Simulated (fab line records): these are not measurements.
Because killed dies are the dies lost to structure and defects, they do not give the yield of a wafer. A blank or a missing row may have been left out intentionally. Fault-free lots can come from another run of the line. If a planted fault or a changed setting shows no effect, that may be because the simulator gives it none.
Matching of chambers / flow n5Finfet / rieDiel-03 running N5_BEOL_M4_STRIP_36: 3 sister chambers
The step strips in N2/H2. 14 wafers are shown with their chamber, then 5 later ones without.

== WAFERS PAIRED WITH THEIR CHAMBERS ==
wafer=L076.1; chamber=1; drypumpMotorCurrentA (A)=5.1; throttleValvePct (%)=23.60; showerheadPlenumPTorr (Torr)=2.58
wafer=L076.4; chamber=2; drypumpMotorCurrentA (A)=5.6; throttleValvePct (%)=23.07; showerheadPlenumPTorr (Torr)=2.59
wafer=L076.6; chamber=2; drypumpMotorCurrentA (A)=5.7; throttleValvePct (%)=23.11; showerheadPlenumPTorr (Torr)=2.59
wafer=L080.2; chamber=0; drypumpMotorCurrentA (A)=6.4; throttleValvePct (%)=23.41; showerheadPlenumPTorr (Torr)=2.51
wafer=L080.4; chamber=1; drypumpMotorCurrentA (A)=5.1; throttleValvePct (%)=23.59; showerheadPlenumPTorr (Torr)=2.58
wafer=L080.5; chamber=1; drypumpMotorCurrentA (A)=5.1; throttleValvePct (%)=23.58; showerheadPlenumPTorr (Torr)=2.58
wafer=L081.1; chamber=2; drypumpMotorCurrentA (A)=5.6; throttleValvePct (%)=23.11; showerheadPlenumPTorr (Torr)=2.58
wafer=L081.4; chamber=1; drypumpMotorCurrentA (A)=5.1; throttleValvePct (%)=23.59; showerheadPlenumPTorr (Torr)=2.58
wafer=L081.5; chamber=1; drypumpMotorCurrentA (A)=5.1; throttleValvePct (%)=23.61; showerheadPlenumPTorr (Torr)=2.58
wafer=L087.1; chamber=0; drypumpMotorCurrentA (A)=6.4; throttleValvePct (%)=23.45; showerheadPlenumPTorr (Torr)=2.50
wafer=L087.4; chamber=1; drypumpMotorCurrentA (A)=5.1; throttleValvePct (%)=23.64; showerheadPlenumPTorr (Torr)=2.57
wafer=L087.6; chamber=2; drypumpMotorCurrentA (A)=5.7; throttleValvePct (%)=23.09; showerheadPlenumPTorr (Torr)=2.58
wafer=L088.1; chamber=2; drypumpMotorCurrentA (A)=5.6; throttleValvePct (%)=23.12; showerheadPlenumPTorr (Torr)=2.58
wafer=L088.4; chamber=1; drypumpMotorCurrentA (A)=5.1; throttleValvePct (%)=23.64; showerheadPlenumPTorr (Torr)=2.57

SIGNATURES (means of the wafers above)
reading=drypumpMotorCurrentA; chamber 0=6.400; chamber 1=5.100; chamber 2=5.640; scatter within a chamber=0.033
reading=throttleValvePct; chamber 0=23.4300; chamber 1=23.6071; chamber 2=23.1000; scatter within a chamber=0.0232
reading=showerheadPlenumPTorr; chamber 0=2.5050; chamber 1=2.5771; chamber 2=2.5840; scatter within a chamber=0.00533
Rule: for each reading, subtract the chamber's mean from the wafer's reading, divide by that reading's scatter and square the result; add these up over the readings and take the root, which gives the wafer's distance from the chamber. The wafer belongs to the nearest chamber; if the next one is less than 2 further off, it can't be placed. The scatter: the root of (the sum of the squares of (reading less its chamber's mean) over the shown wafers, divided by (wafers less chambers)).

== WAFERS WITH NO CHAMBER GIVEN ==
wafer=L088.5; drypumpMotorCurrentA (A)=5.1; throttleValvePct (%)=23.61; showerheadPlenumPTorr (Torr)=2.57
wafer=L091.1; drypumpMotorCurrentA (A)=5.6; throttleValvePct (%)=23.15; showerheadPlenumPTorr (Torr)=2.58
wafer=L091.6; drypumpMotorCurrentA (A)=5.1; throttleValvePct (%)=23.65; showerheadPlenumPTorr (Torr)=2.57
wafer=L094.4; drypumpMotorCurrentA (A)=5.6; throttleValvePct (%)=23.12; showerheadPlenumPTorr (Torr)=2.57
wafer=L094.5; drypumpMotorCurrentA (A)=5.1; throttleValvePct (%)=23.68; showerheadPlenumPTorr (Torr)=2.57

== WHICH CHAMBER EACH ONE RAN IN ==
wafer=L088.5; from the rows above=1; in truth=1
wafer=L091.1; from the rows above=2; in truth=2
wafer=L091.6; from the rows above=1; in truth=1
wafer=L094.4; from the rows above=2; in truth=2
wafer=L094.5; from the rows above=1; in truth=1
Placed correctly: 5 of 5. Can't be placed from these rows: 0. Placed wrongly: 0.
